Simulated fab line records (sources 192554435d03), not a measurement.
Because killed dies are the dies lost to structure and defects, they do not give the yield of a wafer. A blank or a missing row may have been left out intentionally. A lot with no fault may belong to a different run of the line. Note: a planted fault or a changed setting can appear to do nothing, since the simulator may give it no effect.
fab line records -- flow n5-finfet
[record] lots = 10, wafers = 26, last-day = 17
route steps=1938 shown BEOL_M0_SAQP@672 BEOL_M4@1111 PASSIVATION@1936
lots that met no fault: from a run of the same line without faults
start-h: the number of hours between the record's first day and the start of the first shown wafer of the lot -- wait-h: time in hours since the lot's previous step -- " same as the row above -- L1.1+2: a single row standing in for several wafers -- - no value present, or no start provided -- * or withheld: withheld -- < > ~ a bound
route shown NAME@n: names a module that has steps shown in the file, with the first one's number in the route -- usual: mean/standard deviation of fault-free wafers -- same: alike in all rows -- chamber/n: place in a boat -- sites: the reading at each site -- _std_site: standard deviation across them -- _edge_site: outer sites' mean less inner sites' -- radius-mm: for every site, how far away it sits from the centre of the wafer -- mask NAME#n: copy n -- behind: the tool/chamber that last shaped the wafer -- hold: what put the lot on hold/how long, in hours/how the hold closed -- device: whichever transistor did not switch (one of n, p or np) -- end of line: at the end of the route, the tests of the same wafers -- step lacking rows: just its recipe -- killed: dies that structure and defects cost at the first sort, which is not the same as the wafer's yield -- map: the dies of a wafer, with x for killed, . for not killed, _ for no die there
set.NAME: setting as actually run; set.NAME@STEP: the setting as run at that earlier step -- model.NAME: the simulator's own value behind a step, which no gauge read
the route's steps for a sample of lots (tables are steps, rows are wafers)
services: a tool's chamber out of use, with start hour (start-h, from the record's first day; less than 0 if before it), hours out, and reason
[[steps]]
[step N5_BEOL_M0_SAQP_ETCH_106]
[recipe] chemistry = N2/H2, target = SOC, target-depth-a = 1500, stop-on = SiNx, ion-energy-ev = 100, bias-w = 61, pressure-mtorr = 30, source-w = 850, n2-flow-sccm = 200, h2-flow-sccm = 200
[usual] drypump-motor-current-A = 5.5/0.52, oes-product-au = 0.77/0.083, rf-vpp-V = 240.5/1.6, showerhead-plenum-p-Torr = 2.52/0.11, throttle-valve-pct = 17.9/0.3
lot.wafer,tool,chamber,start-h,wait-h,drypump-motor-current-A,oes-product-au,rf-hours-counter-h,rf-vpp-V,showerhead-plenum-p-Torr,throttle-valve-pct
L582.4,rie-diel-03,2,117.62,-,5.3,0.88,-,239.6,2.49,17.7
L582.5,rie-diel-03,3,117.62,-,6.5,0.69,-,238.7,2.41,17.8
L582.6,rie-diel-03,1,117.62,-,5.0,0.92,-,242.6,2.72,17.6
L585.2,rie-diel-06,2,133.74,-,4.7,0.69,212,239.8,2.52,18.1
L585.3,rie-diel-06,0,133.74,-,6.2,0.72,208,238.1,2.43,18.3
L586.1,rie-diel-06,3,142.61,-,4.8,0.84,80,240.6,2.56,17.7
L586.2,rie-diel-06,0,142.61,-,6.2,0.72,211,240.2,2.43,18.4
L588.1,rie-diel-06,0,152.33,-,6.2,0.71,216,238.8,2.43,18.4
L588.6,rie-diel-06,1,152.33,-,5.4,0.80,-,241.7,2.65,17.4
L590.4,rie-diel-03,2,160.75,-,5.3,0.85,-,239.4,2.48,17.8
L590.5,rie-diel-03,1,160.75,-,5.1,0.88,-,243.4,2.72,17.6
L593.2,rie-diel-06,2,184.15,-,4.7,0.67,229,240.4,2.51,18.2
L593.3,rie-diel-06,3,184.15,-,4.8,0.82,94,240.6,2.55,17.8
L593.6,rie-diel-06,1,184.15,-,5.4,0.80,-,243.2,2.65,17.4
L596.1,rie-diel-02,2,200.33,-,5.7,0.83,81,240.3,2.45,17.8
L596.2,rie-diel-02,0,200.33,-,5.7,0.73,147,237.7,2.36,18.3
L596.3,rie-diel-02,1,200.33,-,5.5,0.68,237,241.2,2.49,18.2
L597.1,rie-diel-03,2,204.51,-,5.3,0.83,54,239.1,2.47,17.8
L597.3,rie-diel-03,1,204.51,-,5.1,0.85,38,243.2,2.71,17.6
L597.5,rie-diel-03,2,204.51,-,5.3,0.84,-,239.1,2.47,17.8
L603.4,rie-diel-02,2,241.30,-,5.7,0.80,94,239.7,2.44,17.8
L603.5,rie-diel-02,0,241.30,-,5.7,0.72,-,237.8,2.35,18.3
L603.6,rie-diel-02,1,241.30,-,5.4,0.67,-,239.5,2.49,18.2
L604.2,rie-diel-02,3,249.00,-,6.0,0.89,21,241.2,2.61,17.5
L604.4,rie-diel-02,0,249.00,-,5.7,0.72,-,237.1,2.35,18.3
L604.6,rie-diel-02,2,249.00,-,5.7,0.81,-,239.7,2.44,17.8
[step N5_BEOL_M0_SAQP_ETCH_73]
[recipe] chemistry = CF4, target = SiARC, target-depth-a = 195, mask-material = CAR-EUV, time-s = 32.5, ion-energy-ev = 80, pressure-mtorr = 40, source-w = 545, bias-w = 36, Ar_flow_sccm = 100, cf4-flow-sccm = 100, ends = cleared
[usual] drypump-motor-current-A = 5.5/0.58, etch-rf-on-time-s = 33.0/0.92, oes-product-au = 0.67/0.073, rf-vpp-V = 183.8/1.4, showerhead-plenum-p-Torr = 2.13/0.091, throttle-valve-pct = 15.67/0.26
lot.wafer,tool,chamber,start-h,wait-h,drypump-motor-current-A,etch-rf-on-time-s,oes-product-au,rf-hours-counter-h,rf-vpp-V,showerhead-plenum-p-Torr,throttle-valve-pct
L582.4,rie-diel-03,2,119.51,0.0,5.3,32.6,0.76,-,184.3,2.08,15.54
L582.5,rie-diel-03,3,119.51,0.0,6.5,33.1,0.60,-,182.7,2.04,15.71
L582.6,rie-diel-03,1,119.51,0.0,5.0,32.7,0.80,-,185.6,2.28,15.26
L585.2,rie-diel-06,2,135.40,0.0,4.8,34.0,0.59,212,184.2,2.13,15.94
L585.3,rie-diel-06,0,135.40,0.0,6.2,32.5,0.61,209,181.3,2.05,16.12
L586.1,rie-diel-02,2,144.28,0.0,5.6,32.4,0.74,63,182.8,2.08,15.49
L586.2,rie-diel-02,3,144.28,0.0,6.0,35.6,0.56,245,185.4,2.21,15.78
L588.1,rie-diel-02,1,154.06,0.0,5.4,33.2,0.60,222,185.2,2.12,16.07
L588.6,rie-diel-02,2,154.06,0.0,5.7,32.5,0.73,-,183.2,2.08,15.51
L590.4,rie-diel-03,2,162.34,0.0,5.3,33.3,0.73,-,183.1,2.08,15.58
L590.5,rie-diel-03,0,162.34,0.0,6.0,33.1,0.59,-,185.2,2.22,15.69
L593.2,rie-diel-03,2,185.80,0.0,5.2,33.3,0.72,45,181.7,2.08,15.59
L593.3,rie-diel-03,3,185.80,0.0,6.5,33.5,0.59,234,182.8,2.03,15.76
L593.6,rie-diel-03,3,185.80,0.0,6.5,33.3,0.59,-,182.2,2.03,15.74
L596.1,rie-diel-03,2,202.03,0.0,5.3,32.8,0.72,53,183.5,2.08,15.61
L596.2,rie-diel-03,1,202.03,0.0,5.0,33.0,0.74,37,185.9,2.27,15.32
L596.3,rie-diel-03,3,202.03,0.0,6.5,33.2,0.59,241,182.2,2.03,15.75
L597.1,rie-diel-03,2,206.19,0.0,5.3,32.9,0.71,55,184.3,2.07,15.60
L597.3,rie-diel-03,3,206.19,0.0,6.5,33.5,0.58,243,183.3,2.03,15.77
L597.5,rie-diel-03,3,206.19,0.0,6.4,33.3,0.58,-,182.1,2.03,15.77
L603.4,rie-diel-06,2,243.07,0.0,4.7,34.3,0.57,246,182.6,2.12,16.00
L603.5,rie-diel-06,0,243.07,0.0,6.3,32.8,0.60,-,183.1,2.04,16.18
L603.6,rie-diel-06,3,243.07,0.0,4.8,31.8,0.70,-,183.3,2.13,15.62
L604.2,rie-diel-06,3,250.54,0.0,4.7,31.6,0.69,113,183.5,2.13,15.64
L604.4,rie-diel-06,0,250.54,0.0,6.2,32.6,0.60,-,183.8,2.04,16.19
L604.6,rie-diel-06,3,250.54,0.0,4.7,31.8,0.69,-,186.3,2.13,15.61
[step N5_BEOL_M0_SAQP_ALD_48]
[recipe] material = SiO2, target-thk-a = 200, temp-c = 100, ald-precursor-family = BDEAS, ald-co-reactant = O2-plasma, pulse-time-s = 1, co-reactant-pulse-time-s = 1, purge-time-s = 2, co-reactant-purge-time-s = 2, ald-cycles = 139, pressure-torr = 2
[usual] ald-cycles = 139/0, chamber-pressure-Torr = 2.000/0.0041, heater-power-w = 78/7.5, precursor-pulse-height-rel = 1.000/0.02
lot.wafer,tool,chamber,start-h,wait-h,ald-cycles,chamber-pressure-Torr,heater-power-w,precursor-pulse-height-rel
L582.4,ald-sin-03,0,119.73,0.0,139,1.999,82,1.002
L582.5,ald-sin-03,1,119.73,0.0,139,1.992,95,0.988
L582.6,ald-sin-03,0,119.73,0.0,139,1.998,79,0.966
L585.2,ald-sin-02,1,135.64,0.0,139,1.990,73,0.985
L585.3,ald-sin-02,3,135.64,0.0,139,2.006,79,1.008
L586.1,ald-sin-02,3,144.51,0.0,139,1.990,77,0.984
L586.2,ald-sin-02,1,144.51,0.0,139,2.002,76,0.985
L588.1,ald-sin-03,1,154.29,0.0,139,2.000,95,0.996
L588.6,ald-sin-03,3,154.29,0.0,139,2.005,68,0.976
L590.4,ald-sin-01,2,162.55,0.0,139,1.996,74,1.002
L590.5,ald-sin-01,2,162.55,0.0,139,2.003,76,0.985
L593.2,ald-sin-02,1,186.04,0.0,139,1.999,75,0.973
L593.3,ald-sin-02,3,186.04,0.0,139,1.991,78,1.031
L593.6,ald-sin-02,1,186.04,0.0,139,2.001,73,0.985
L596.1,ald-sin-03,1,202.26,0.0,-,-,-,-
L596.2,ald-sin-03,2,202.26,0.0,-,-,-,-
L596.3,ald-sin-03,0,202.26,0.0,-,-,-,-
L597.1,ald-sin-01,1,206.42,0.0,-,-,-,-
L597.3,ald-sin-01,3,206.42,0.0,-,-,-,-
L597.5,ald-sin-01,2,206.42,0.0,-,-,-,-
L603.4,ald-sin-01,1,243.34,0.1,139,2.000,69,1.009
L603.5,ald-sin-01,2,243.34,0.1,139,1.997,78,0.985
L603.6,ald-sin-01,3,243.34,0.1,139,2.003,85,0.980
L604.2,ald-sin-03,3,250.77,0.0,139,1.999,66,1.014
L604.4,ald-sin-03,2,250.77,0.0,139,2.004,76,0.997
L604.6,ald-sin-03,0,250.77,0.0,139,2.005,79,0.970
[step N5_BEOL_M0_SAQP_ETCH_49]
[recipe] chemistry = CF4/O2, target-depth-a = 370, target = SiO2, pressure-mtorr = 40, source-w = 535, bias-w = 49, Ar_flow_sccm = 100, cf4-flow-sccm = 100, O2_flow_sccm = 10, ion-energy-ev = 100
[usual] drypump-motor-current-A = 5.5/0.54, oes-product-au = 0.78/0.086, rf-vpp-V = 237/5, showerhead-plenum-p-Torr = 2.19/0.088, throttle-valve-pct = 15.96/0.27
lot.wafer,tool,chamber,start-h,wait-h,drypump-motor-current-A,oes-product-au,rf-hours-counter-h,rf-vpp-V,showerhead-plenum-p-Torr,throttle-valve-pct
L582.4,rie-diel-02,1,120.26,0.3,5.5,0.72,211,230,2.18,16.25
L582.5,rie-diel-02,2,120.26,0.3,5.6,0.88,-,233,2.14,15.71
L582.6,rie-diel-02,1,120.26,0.3,5.5,0.72,-,232,2.18,16.27
L585.2,rie-diel-03,2,136.16,0.3,5.3,0.89,30,240,2.15,15.80
L585.3,rie-diel-03,0,136.16,0.3,5.9,0.70,199,236,2.29,15.89
L586.1,rie-diel-02,1,145.04,0.3,5.4,0.70,220,231,2.18,16.29
L586.2,rie-diel-02,0,145.04,0.3,5.7,0.75,130,242,2.06,16.15
L588.1,rie-diel-06,1,154.82,0.3,5.4,0.81,91,235,2.33,15.78
L588.6,rie-diel-06,1,154.82,0.3,5.4,0.81,-,235,2.33,15.76
L590.4,rie-diel-06,0,163.08,0.3,6.2,0.71,219,246,2.10,16.37
L590.5,rie-diel-06,1,163.08,0.3,5.4,0.81,-,235,2.33,15.76
L593.2,rie-diel-06,0,186.61,0.3,6.2,0.71,222,244,2.10,16.39
L593.3,rie-diel-06,2,186.61,0.3,4.7,0.69,229,234,2.19,16.20
L593.6,rie-diel-06,2,186.61,0.3,4.7,0.70,-,235,2.19,16.21
L596.1,rie-diel-06,3,202.79,0.3,4.7,0.82,99,238,2.20,15.84
L596.2,rie-diel-06,0,202.79,0.3,6.2,0.71,226,244,2.10,16.39
L596.3,rie-diel-06,1,202.79,0.3,5.4,0.79,104,235,2.33,15.78
L597.1,rie-diel-06,3,207.05,0.4,4.7,0.83,100,236,2.20,15.86
L597.3,rie-diel-06,1,207.05,0.4,5.4,0.80,106,235,2.33,15.80
L597.5,rie-diel-06,2,207.05,0.4,4.7,0.70,-,235,2.19,16.22
L603.4,rie-diel-06,3,243.89,0.3,4.8,0.82,111,237,2.20,15.86
L603.5,rie-diel-06,0,243.89,0.3,6.2,0.69,-,245,2.10,16.42
L603.6,rie-diel-06,3,243.89,0.3,4.8,0.80,-,236,2.20,15.86
L604.2,rie-diel-02,2,251.32,0.3,5.6,0.82,98,232,2.13,15.80
L604.4,rie-diel-02,0,251.32,0.3,5.8,0.73,-,242,2.05,16.21
L604.6,rie-diel-02,3,251.32,0.3,6.0,0.94,-,246,2.26,15.57
[step N5_BEOL_M4_RC_MEAS_101]
[usual] DIBL_N = 36.0/1.9, DIBL_P = 35.6/2.4, IOFF_N = 0.16/0.036, IOFF_P = 0.21/0.04, ION_N = 673/14, ION_P = 460/8.9, SS_N = 71.5/0.67, SS_P = 73.2/0.73, VT_N = 249/3.6, VT_P = -250/3.7
lot.wafer,tool,chamber,start-h,wait-h,DIBL_N[mV/V],DIBL_P[mV/V],IOFF_N[nA/um],IOFF_P[nA/um],ION_N[uA/um],ION_P[uA/um],SS_N[mV/dec],SS_P[mV/dec],VT_N[mV],VT_P[mV]
L582.4,prober-02,0,169.38,0.5,35.0,35.2,0.15,0.16,683,458,72.3,72.4,252,-255
L582.5,prober-02,0,169.38,0.5,31.5,31.6,0.10,0.12,661,449,70.8,71.6,259,-261
L582.6,prober-02,0,169.38,0.5,34.7,35.5,0.14,0.16,668,456,71.4,72.9,252,-256
L585.2,prober-01,0,184.11,0.2,33.6,33.5,0.14,0.19,665,457,70.7,72.8,250,-251
L585.3,prober-01,0,184.11,0.2,33.5,33.5,0.15,0.19,677,464,71.2,73.3,249,-249
L586.1,prober-01,0,190.21,0.0,36.7,37.2,0.18,0.23,685,469,72.5,73.4,247,-248
L586.2,prober-01,0,190.21,0.0,34.4,34.3,0.12,0.18,660,457,71.1,73.0,254,-251
L588.1,prober-02,0,200.89,0.0,36.5,36.3,0.15,0.19,666,454,71.7,73.6,250,-254
L588.6,prober-02,0,200.89,0.0,36.1,36.6,0.15,0.20,663,454,72.0,73.5,250,-251
L590.4,prober-01,0,218.89,0.5,37.1,36.2,0.19,0.24,695,478,71.9,72.7,241,-245
L590.5,prober-01,0,218.89,0.5,35.8,35.0,0.17,0.23,701,485,71.5,73.0,244,-247
L593.2,prober-01,0,231.46,0.2,37.1,36.9,0.19,0.23,683,465,71.3,74.6,246,-250
L593.3,prober-01,0,231.46,0.2,40.2,39.4,0.22,0.28,673,464,71.7,74.8,246,-246
L593.6,prober-01,0,231.46,0.2,37.7,37.0,0.19,0.22,681,464,71.9,74.1,247,-247
L603.4,prober-02,0,295.78,0.5,38.9,38.7,0.20,0.23,689,460,71.7,74.6,243,-252
L603.5,prober-02,0,295.78,0.5,36.5,34.8,0.15,0.17,670,447,71.3,73.3,250,-254
L603.6,prober-02,0,295.78,0.5,37.4,36.9,0.17,0.20,668,459,72.0,73.7,247,-252
L604.2,prober-02,0,310.84,0.2,34.9,36.5,0.16,0.20,684,467,71.0,72.7,248,-249
L604.4,prober-02,0,310.84,0.2,34.4,35.7,0.15,0.19,678,459,71.3,72.7,251,-254
L604.6,prober-02,0,310.84,0.2,34.5,35.4,0.14,0.18,664,456,71.2,72.9,250,-253
[step N5_PASSIVATION_PROBE_49]
[usual] defect-limited-yield = 91.2/1.4, killed_at_M0_to_M3 = 32/9.3, killed_at_M4_up = 14/4.9, killed-at-contacts = 15/7.5, killed-at-front-end = 40/11, killed-at-other = 4/3.3, killed-dies = 104/17, killed-on-rim = 13/4.2, killed-open = 68/14, killed-short = 33/7.9, sort_bin_5_function = 5.2/0.99, sort_bin_6_memory = 3.2/0.65, sort-n-pass = 1076/17, sort-yield-pct = 91.1/1.5
[same] gross-dies = 1180, killed-at-back-side = 0, sort_bin_4_leakage[%] = 0, sort_bin_8_speed[%] = 0
lot.wafer,tool,chamber,start-h,wait-h,defect-limited-yield[%],killed_at_M0_to_M3,killed_at_M4_up,killed-at-contacts,killed-at-front-end,killed-at-other,killed-dies,killed-on-rim,killed-open,killed-short,sort_bin_5_function[%],sort_bin_6_memory[%],sort-n-pass,sort-yield-pct[%]
L596.1,prober-01,-,343.91,0.0,0,1165,3,1,10,1,1180,152,14,9,75.8,3.0,0,0
L596.2,prober-01,-,343.96,0.1,0,1168,2,1,9,0,1180,152,9,4,74.2,2.6,0,0
L596.3,prober-01,-,344.01,0.1,0,1174,0,1,5,0,1180,152,8,2,72.9,3.2,0,0
L597.1,prober-02,-,363.25,0.0,0,1165,3,4,6,2,1180,152,13,5,72.3,3.2,0,0
L597.3,prober-02,-,363.35,0.1,0,1166,5,1,8,0,1180,152,14,6,74.5,2.7,0,0
L597.5,prober-02,-,363.45,0.2,0,1157,3,6,12,2,1180,152,16,11,72.9,3.6,0,0
// killed by level:class
L596.1 BEOL_M0_SAQP:lost-pattern=1153 BEOL_M0_SAQP:area-ald=4 FIN_SAQP:geometric-particle:open=3 ILD0:geometric-particle:short=3 STI_FIN_REVEAL:geometric-particle:open=2 BEOL_M0_SAQP:geometric-particle:short=2 BEOL_M2:geometric-particle:open=2 BEOL_M3:geometric-particle:open=2
L596.2 BEOL_M0_SAQP:lost-pattern=1163 BEOL_M0_SAQP:area-ald=4 FIN_SAQP:geometric-particle:short=3 STI_FIN_REVEAL:geometric-particle:open=2 DUMMY_GATE:geometric-particle:open=2 FIN_SAQP:geometric-particle:open=1 ILD0:geometric-particle:open=1 MOL_CONTACT_COAG:geometric-particle:open=1
L596.3 BEOL_M0_SAQP:lost-pattern=1167 BEOL_M0_SAQP:area-ald=3 BEOL_M0_SAQP:geometric-particle:open=2 BEOL_M3:geometric-particle:open=2 FIN_SAQP:geometric-particle:open=1 FIN_CUT:geometric-particle:open=1 ILD0:geometric-particle:short=1 GATE_CUT:geometric-particle:short=1
L597.1 BEOL_M0_SAQP:lost-pattern=1151 BEOL_M0_SAQP:area-ald=10 MOL_CONTACT_COAG:geometric-particle:open=4 FIN_SAQP:geometric-particle:open=2 FIN_SAQP:geometric-particle:short=2 BEOL_M0_SAQP:geometric-particle:short=2 STI_FIN_REVEAL:geometric-particle:open=1 GATE_CUT:geometric-particle:open=1
L597.3 BEOL_M0_SAQP:lost-pattern=1150 BEOL_M0_SAQP:area-ald=10 BEOL_M4:geometric-particle:open=4 BEOL_M0_SAQP:geometric-particle:open=3 FIN_SAQP:geometric-particle:open=2 STI_FIN_REVEAL:geometric-particle:open=2 BEOL_M0_SAQP:geometric-particle:short=2 FIN_CUT:geometric-particle:open=1
L597.5 BEOL_M0_SAQP:lost-pattern=1148 FIN_SAQP:geometric-particle:short=5 MOL_CONTACT_COAG:geometric-particle:open=5 BEOL_M0_SAQP:area-ald=4 BEOL_M0_SAQP:geometric-particle:open=2 STARTING-WAFER:geometric-particle:short=2 BEOL_M3:geometric-particle:open=2 GATE_CUT:geometric-particle:short=1
[[services]]
tool,chamber,start-h,hours,kind
rie-diel-06,-,98.98,0.4,repair
ald-sin-02,-,102.55,2.8,pm
rie-diel-03,0,115.96,8.9,repair
ald-sin-03,0,149.07,8.7,repair
rie-diel-02,3,159.07,-,clean
rie-diel-02,3,159.07,-,consumable-replace:focus-ring
rie-diel-02,3,159.07,16.3,scheduled-down
rie-diel-02,3,159.07,16.3,vent-cycle
rie-diel-06,0,163.38,9.6,repair
ald-sin-03,-,164.77,4.3,pm
ald-sin-03,-,176.75,14.0,pm
ald-sin-03,0,176.75,14.0,vent-cycle
ald-sin-03,1,176.75,14.0,vent-cycle
ald-sin-03,2,176.75,14.0,vent-cycle
ald-sin-03,3,176.75,14.0,vent-cycle
ald-sin-03,0,190.75,-,clean
ald-sin-03,1,190.75,-,clean
ald-sin-03,2,190.75,-,clean
ald-sin-01,-,199.61,1.2,repair
ald-sin-02,-,231.00,0.8,repair
rie-diel-02,1,245.26,-,clean
rie-diel-02,1,245.26,-,consumable-replace:focus-ring
rie-diel-02,1,245.26,17.8,scheduled-down
rie-diel-02,1,245.26,17.8,vent-cycle
[[key]]
[first-sign] step = N5_BEOL_M0_SAQP_ALD_48, reading = tool-record, direction = missing
[effect] step = N5_PASSIVATION_PROBE_49, reading = killed_at_M0_to_M3, direction = up, sigmas = 99+, usual = 32, struck = 1166
met-at N5_BEOL_M0_SAQP_ALD_48
struck-lots L596,L597
later-rows-left-out L596.1,L596.2,L596.3,L597.1,L597.3,L597.5
not-acting-at N5_BEOL_M0_SAQP_ETCH_106,N5_BEOL_M0_SAQP_ETCH_73,N5_BEOL_M0_SAQP_ETCH_49
onset-between 162.55 202.26
[fault] kind = skipped-step-whole, tool = ald-sin-01,ald-sin-03, chamber = -, onset-h = 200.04, steps = N5_BEOL_M0_SAQP_ALD_48, scope = struck-lots-only
// later-rows-left-out: the simulator's readings of these wafers behind a module that went badly wrong aren't trusted and aren't shown, but for the sort
